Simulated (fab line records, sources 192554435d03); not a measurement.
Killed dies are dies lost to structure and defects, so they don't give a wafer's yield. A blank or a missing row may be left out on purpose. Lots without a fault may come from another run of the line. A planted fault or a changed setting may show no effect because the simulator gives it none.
Split-lot experiment | flow n5_finfet | 7 lots, 21 wafers read, on a route of 1938 steps

THE SPLIT
At N5_MIM_BOT_ETCH_ETCH_03 (etches the open film in Cl2/BCl3, target depth 12 nm), the setting bias_w was moved away from the recipe's 100 W on 10 of the 21 wafers read, by -11.6% to +17.2%. The other wafers ran this setting at the recipe's value.

The reading is taken at the split's own step.

THE READING
etch.depth_nm (the simulator's own value, which no gauge read), in nm, at N5_MIM_BOT_ETCH_ETCH_03 (etches the open film in Cl2/BCl3, target depth 12 nm). The file gives no usual value for it. The 11 wafers here that ran the recipe average 12.11 nm, standard deviation 0.084 nm.

wafer  | tool, chamber at the split | bias_w as run, W | against the recipe | etch.depth_nm, nm | against lot-mates on the recipe
L074.2 | rie_metal-02, 0            | 100              | recipe             | 12.05             | -
L074.3 | rie_metal-02, 0            | 100              | recipe             | 12.05             | -
L074.5 | rie_metal-02, 1            | 100              | recipe             | 12.14             | -
L081.3 | rie_metal-02, 1            | 100              | recipe             | 12.24             | -
L081.4 | rie_metal-02, 0            | 89.78            | -10.2%             | 11.66             | -0.50
L081.5 | rie_metal-02, 0            | 100              | recipe             | 12.09             | -
L084.1 | rie_metal-02, 1            | 106.3            | +6.3%              | 12.39             | +0.17
L084.4 | rie_metal-02, 1            | 100              | recipe             | 12.22             | -
L084.6 | rie_metal-02, 0            | 106.3            | +6.3%              | 12.4              | +0.18
L092.1 | rie_metal-02, 0            | 100              | recipe             | 12.09             | -
L092.3 | rie_metal-02, 1            | 117.2            | +17.2%             | 12.85             | +0.76
L092.4 | rie_metal-02, 0            | 117.2            | +17.2%             | 12.94             | +0.85
L088.2 | rie_metal-03, 0            | 92.52            | -7.5%              | 11.8              | -0.26
L088.5 | rie_metal-03, 0            | 100              | recipe             | 12.05             | -
L088.6 | rie_metal-03, 1            | 100              | recipe             | 12.07             | -
L089.2 | rie_metal-02, 0            | 100              | recipe             | 12.21             | -
L089.5 | rie_metal-02, 1            | 88.43            | -11.6%             | 11.67             | -0.54
L089.6 | rie_metal-02, 0            | 88.43            | -11.6%             | 11.63             | -0.58
L093.1 | rie_metal-01, 0            | 111.9            | +11.9%             | 12.54             | +0.59
L093.5 | rie_metal-01, 0            | 100              | recipe             | 11.95             | -
L093.6 | rie_metal-01, 1            | 111.9            | +11.9%             | 12.76             | +0.81

THE FIT
A straight line over all 21 wafers: etch.depth_nm changes by +0.044 nm for each +1% of bias_w; r = +0.98; the points scatter about the line by 0.077 nm.
The same after taking each lot's own level away (the mean of its wafers on the recipe; 21 wafers): +0.0482 nm for each +1%; r = +0.98; scatter 0.08 nm.
On that fit, the largest move of bias_w shifts the reading by 0.83 nm.
The lots' own levels span 11.950 to 12.220 nm, that is 3.2 times the standard deviation above.
So the lot-to-lot level changes the slope little: the two slopes agree.
Check: with one of the wafers moved furthest among these (+17.2%) left out of the fit, the line predicts +0.851 nm for it against its lot-mates. It came out at +0.76 nm against them.

OTHER SPLITS ON THESE WAFERS
These wafers also went through other splits before the reading. Each is held against what the fit with the lots' levels taken away leaves over:
other split on the same wafers | wafers away from the commonest value | r with etch.depth_nm (lot level and that fit taken away)
N5_BEOL_M12_SPUTTER_44 time_s  | 7                                    | +0.10
N5_BEOL_M14_ILD_DEP_00 time_s  | 4                                    | +0.11
N5_BEOL_M15_EXPOSE_25 dose_mj  | 4                                    | +0.04

THE FILE'S OWN FIT
etch.depth_nm changes by +0.0477 nm for each +1% of bias_w, r = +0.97.
